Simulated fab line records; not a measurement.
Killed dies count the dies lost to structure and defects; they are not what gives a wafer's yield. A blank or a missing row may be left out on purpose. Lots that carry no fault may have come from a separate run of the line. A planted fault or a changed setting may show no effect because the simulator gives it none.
fab line records | flow nand-harc | part 2 of 2: steps 21 to 27 of 27
record: lots: 5 wafers: 15 last-day: 24
route steps=1159 shown A_STAIRCASE@536
lots that met no fault: from a run of the same line without faults
start-h: start of the lot's first displayed wafer, in hours after the record's first day | wait-h: hours elapsed since this lot's preceding step | " unchanged from the row above | L1.1+2: a single row standing in for several wafers | - either no value or no given start | * or withheld: withheld | < > ~ a bound
route shown NAME@n: names a module that has steps shown in the file, with the first one's number in the route | usual: mean/standard deviation of fault-free wafers | same: alike in all rows | chamber/n: place in a boat | sites: readings site by site | _std_site: standard deviation of those values | _edge_site: mean of outer sites minus mean of inner sites | radius-mm: for every site, how far away it sits from the centre of the wafer | mask NAME#n: copy n | behind: the tool/chamber that last shaped the wafer | hold: what put the lot on hold/how long, in hours/how the hold closed | device: transistor that didn't switch, given as n, p or np | end of line: at the end of the route, the tests of the same wafers | step lacking rows: just its recipe | killed: at the first sort, the dies lost to defects and structure; wafer yield is something else | map: shows each die of a wafer: x if killed, . if not, _ if none is there
set.NAME: setting as actually run; set.NAME@STEP: the setting as run at that earlier step | model.NAME: the simulator's own value behind a step, which no gauge read
lots at selected steps of the route; one table per step, one row per wafer
services: the hour from which a tool's chamber was out of use, counted from the record's first day as start-h (under 0 if before that day), plus the number of hours and why
== steps ==
step: NHARC_A_STAIRCASE_ETCH_21
recipe: target-depth-a: 1000 time-s: 40.5 ion-energy-ev: 400 c4f8-flow-sccm: 20 o2-flow-sccm: 10 ar-flow-sccm: withheld rf-w: 600 bias-w: 1000 chemistry: C4F8/O2
usual: oes-product-au: 0.945/0.014 rf-vpp-V: 894/4.8
columns lot.wafer tool chamber start-h wait-h oes-product-au rf-hours-counter-h rf-vpp-V
L085.3 rie-diel-12 3 - - 0.938 35 892
L085.1 " 1 " " 0.945 35 899
L085.5 " 2 " " 0.945 - 890
L089.3 rie-diel-12 2 - - 0.954 42 891
L089.1 " 3 " " 0.930 40 893
L089.6 " 0 " " 0.961 - 894
L088.3 rie-diel-11 2 - - 0.932 35 891
L088.4 " 3 " " 0.943 52 891
L088.6 " 2 " " 0.941 - 893
L091.4 rie-diel-12 3 - - 0.922 48 891
L091.1 " 1 " " 0.955 50 897
L091.5 " 2 " " 0.936 - 891
L093.4 rie-diel-11 1 - - 0.939 62 899
L093.3 " 2 " " 0.947 45 892
L093.6 " 2 " " 0.947 - 892
step: NHARC_A_STAIRCASE_TRIM_22
recipe: time-s: 211.2 o2-flow-sccm: 500 ar-flow-sccm: 0 bias-w: 0 chemistry: O2
usual: drypump-motor-current-A: 6.0/0.52 oes-product-au: 0.999/0.0091 rf-vpp-V: 57.7/0.92 showerhead-plenum-p-Torr: 3.48/0.14 throttle-valve-pct: 17.036/0.0088
columns lot.wafer tool chamber start-h wait-h drypump-motor-current-A oes-product-au rf-hours-counter-h rf-vpp-V showerhead-plenum-p-Torr throttle-valve-pct
L085.3 rie-diel-12 1 - - 5.4 0.998 35 56.8 3.60 17.034
L085.1 " 3 " " 5.9 0.974 35 57.5 3.42 17.046
L085.5 " 1 " " 5.4 1.000 - 57.3 3.60 17.027
L089.1 rie-diel-12 2 - - 5.6 0.998 42 56.9 3.37 17.041
L089.3 " 3 " " 5.9 0.984 40 56.7 3.42 17.018
L089.6 " 1 " " 5.4 0.989 - 56.8 3.59 17.031
L088.4 rie-diel-11 0 - - 6.2 1.001 53 57.7 3.27 17.036
L088.3 " 2 " " 5.5 0.996 35 57.6 3.40 17.038
L088.6 " 1 " " 5.3 0.977 - 58.6 3.64 17.039
L091.1 rie-diel-12 1 - - 5.3 0.988 50 59.1 3.59 17.039
L091.4 " 2 " " 5.7 0.990 51 57.6 3.36 17.049
L091.5 " 1 " " 5.3 1.013 - 57.3 3.59 17.042
L093.4 rie-diel-11 3 - - 6.4 1.004 62 57.2 3.41 17.035
L093.3 " 1 " " 5.3 0.993 62 57.4 3.64 17.039
L093.6 " 2 " " 5.5 0.999 - 58.4 3.39 17.033
step: NHARC_A_STAIRCASE_ETCH_23
recipe: target-depth-a: 1000 time-s: 40.5 ion-energy-ev: 400 c4f8-flow-sccm: 20 o2-flow-sccm: 10 ar-flow-sccm: withheld rf-w: 600 bias-w: 1000 chemistry: C4F8/O2
usual: oes-product-au: 0.945/0.012 rf-vpp-V: 894/5.1
columns lot.wafer tool chamber start-h wait-h oes-product-au rf-hours-counter-h rf-vpp-V
L085.1 rie-diel-12 2 - - 0.951 36 889
L085.3 " 0 " " 0.942 34 895
L085.5 " 2 " " 0.950 - 891
L089.3 rie-diel-12 1 - - 0.950 41 897
L089.1 " 2 " " 0.937 42 890
L089.6 " 1 " " 0.946 - 897
L088.3 rie-diel-11 3 - - 0.952 52 893
L088.4 " 2 " " 0.952 35 892
L088.6 " 0 " " 0.933 - 885
L091.1 rie-diel-12 1 - - 0.958 50 898
L091.4 " 2 " " 0.959 51 889
L091.5 " 2 " " 0.962 - 890
L093.3 rie-diel-11 2 - - 0.942 45 891
L093.4 " 3 " " 0.937 62 891
L093.6 " 1 " " 0.936 - 900
step: NHARC_A_STAIRCASE_TRIM_24
recipe: time-s: 211.2 o2-flow-sccm: 500 ar-flow-sccm: 0 bias-w: 0 chemistry: O2
usual: drypump-motor-current-A: 6.0/0.51 oes-product-au: 1.000/0.0096 rf-vpp-V: 57.7/0.79 showerhead-plenum-p-Torr: 3.48/0.14 throttle-valve-pct: 17.037/0.0089
columns lot.wafer tool chamber start-h wait-h drypump-motor-current-A oes-product-au rf-hours-counter-h rf-vpp-V showerhead-plenum-p-Torr throttle-valve-pct
L085.1 rie-diel-12 2 - - 5.6 0.995 36 57.8 3.37 17.049
L085.3 " 3 " " 5.9 0.979 35 58.4 3.42 17.031
L085.5 " 2 " " 5.6 1.008 - 58.7 3.37 17.028
L089.3 rie-diel-12 3 - - 5.9 0.987 40 57.3 3.42 17.051
L089.1 " 0 " " 6.7 0.994 41 58.7 3.47 17.049
L089.6 " 0 " " 6.7 1.007 - 56.8 3.47 17.051
L088.4 rie-diel-11 2 - - 5.5 0.991 35 56.8 3.40 17.026
L088.3 " 1 " " 5.3 0.985 53 59.2 3.64 17.030
L088.6 " 2 " " 5.5 1.001 - 57.2 3.40 17.031
L091.4 rie-diel-12 3 - - 5.9 0.987 48 56.8 3.41 17.032
L091.1 " 0 " " 6.7 1.016 49 58.4 3.47 17.030
L091.5 " 2 " " 5.6 1.002 - 56.9 3.36 17.031
L093.4 rie-diel-11 2 - - 5.5 0.998 45 57.7 3.39 17.029
L093.3 " 0 " " 6.2 1.010 63 57.1 3.26 17.037
L093.6 " 1 " " 5.3 0.990 - 57.9 3.64 17.056
step: NHARC_A_STAIRCASE_ETCH_25
recipe: target-depth-a: 1000 time-s: 40.5 ion-energy-ev: 400 c4f8-flow-sccm: 20 o2-flow-sccm: 10 ar-flow-sccm: withheld rf-w: 600 bias-w: 1000 chemistry: C4F8/O2
usual: oes-product-au: 0.941/0.011 rf-vpp-V: 894/5.1
columns lot.wafer tool chamber start-h wait-h oes-product-au rf-hours-counter-h rf-vpp-V
L085.3 rie-diel-12 2 - - 0.959 36 892
L085.1 " 0 " " 0.952 34 894
L085.5 " 1 " " 0.948 - 899
L089.3 rie-diel-12 2 - - 0.948 42 888
L089.1 " 0 " " 0.956 41 893
L089.6 " 2 " " 0.949 - 890
L088.4 rie-diel-11 1 - - 0.931 53 902
L088.3 " 2 " " 0.933 35 892
L088.6 " 3 " " 0.957 - 892
L091.4 rie-diel-12 2 - - 0.944 51 889
L091.1 " 1 " " 0.953 50 898
L091.5 " 3 " " 0.924 - 892
L093.3 rie-diel-11 3 - - 0.939 63 893
L093.4 " 2 " " 0.934 45 891
L093.6 " 3 " " 0.942 - 894
step: NHARC_A_STAIRCASE_TRIM_26
recipe: time-s: 211.2 o2-flow-sccm: 500 ar-flow-sccm: 0 bias-w: 0 chemistry: O2
usual: drypump-motor-current-A: 6.0/0.51 oes-product-au: 1.000/0.0094 rf-vpp-V: 57.7/0.82 showerhead-plenum-p-Torr: 3.48/0.14 throttle-valve-pct: 17.037/0.0093
columns lot.wafer tool chamber start-h wait-h drypump-motor-current-A oes-product-au rf-hours-counter-h rf-vpp-V showerhead-plenum-p-Torr throttle-valve-pct
L085.1 rie-diel-12 1 - - 5.4 1.009 35 56.3 3.60 17.037
L085.3 " 2 " " 5.6 1.001 36 56.8 3.37 17.026
L085.5 " 3 " " 5.9 0.985 - 56.8 3.42 17.035
L089.1 rie-diel-12 3 - - 5.9 0.984 40 56.9 3.42 17.052
L089.3 " 0 " " 6.7 1.005 41 58.4 3.47 17.046
L089.6 " 2 " " 5.6 0.992 - 57.9 3.37 17.041
L088.4 rie-diel-11 0 - - 6.2 1.001 53 58.1 3.27 17.014
L088.3 " 2 " " 5.5 1.001 36 57.7 3.40 17.046
L088.6 " 3 " " 6.5 1.023 - 57.9 3.42 17.046
L091.1 rie-diel-12 1 - - 5.4 1.002 50 56.7 3.59 17.053
L091.4 " 2 " " 5.6 1.002 51 56.4 3.36 17.017
L091.5 " 2 " " 5.6 1.001 - 56.6 3.36 17.027
L093.4 rie-diel-11 2 - - 5.6 1.007 47 58.7 3.39 17.050
L093.3 " 3 " " 6.4 1.012 64 59.4 3.41 17.032
L093.6 " 2 " " 5.5 0.998 - 57.3 3.39 17.032
step: NHARC_A_STAIRCASE_ETCH_27
recipe: target-depth-a: 1000 time-s: 40.5 ion-energy-ev: 400 c4f8-flow-sccm: 20 o2-flow-sccm: 10 ar-flow-sccm: withheld rf-w: 600 bias-w: 1000 chemistry: C4F8/O2
usual: oes-product-au: 0.942/0.011 rf-vpp-V: 894/4.9
columns lot.wafer tool chamber start-h wait-h oes-product-au rf-hours-counter-h rf-vpp-V
L085.1 rie-diel-12 2 - - 0.956 36 891
L085.3 " 3 " " 0.924 35 891
L085.5 " 0 " " 0.941 - 894
L089.1 rie-diel-12 0 - - 0.952 41 893
L089.3 " 1 " " 0.941 42 899
L089.6 " 2 " " 0.942 - 890
L088.3 rie-diel-11 3 - - 0.944 52 892
L088.4 " 0 " " 0.935 53 886
L088.6 " 0 " " 0.938 - 887
L091.1 rie-diel-12 2 - - 0.935 51 890
L091.4 " 1 " " 0.956 50 896
L091.5 " 2 " " 0.947 - 891
L093.3 rie-diel-11 3 - - 0.970 65 892
L093.4 " 2 " " 0.949 48 891
L093.6 " 3 " " 0.961 - 892
== services ==
columns tool chamber start-h hours kind
rie-diel-12 0 286.45 - clean
rie-diel-12 1 286.45 - clean
rie-diel-12 2 286.45 - clean
rie-diel-12 3 286.45 - clean
rie-diel-11 0 297.61 - clean
rie-diel-11 1 297.61 - clean
rie-diel-11 2 297.61 - clean
rie-diel-11 3 297.61 - clean
krf-scanner-04 - 298.03 4.0 pm
wet-bench-06 - 305.60 8.0 pm
rie-diel-12 0 310.98 - clean
rie-diel-12 1 310.98 - clean
rie-diel-12 2 310.98 - clean
rie-diel-12 3 310.98 - clean
rie-diel-12 3 318.14 2.6 repair
rie-diel-11 0 322.14 - clean
rie-diel-11 1 322.14 - clean
rie-diel-02 - 328.00 9.0 pm
rie-diel-12 0 335.50 - clean
rie-diel-12 1 335.50 - clean
rie-diel-12 2 335.50 - clean
rie-diel-12 3 335.50 - clean
krf-scanner-03 - 340.00 4.0 pm
litho-track-02 - 340.00 7.0 pm
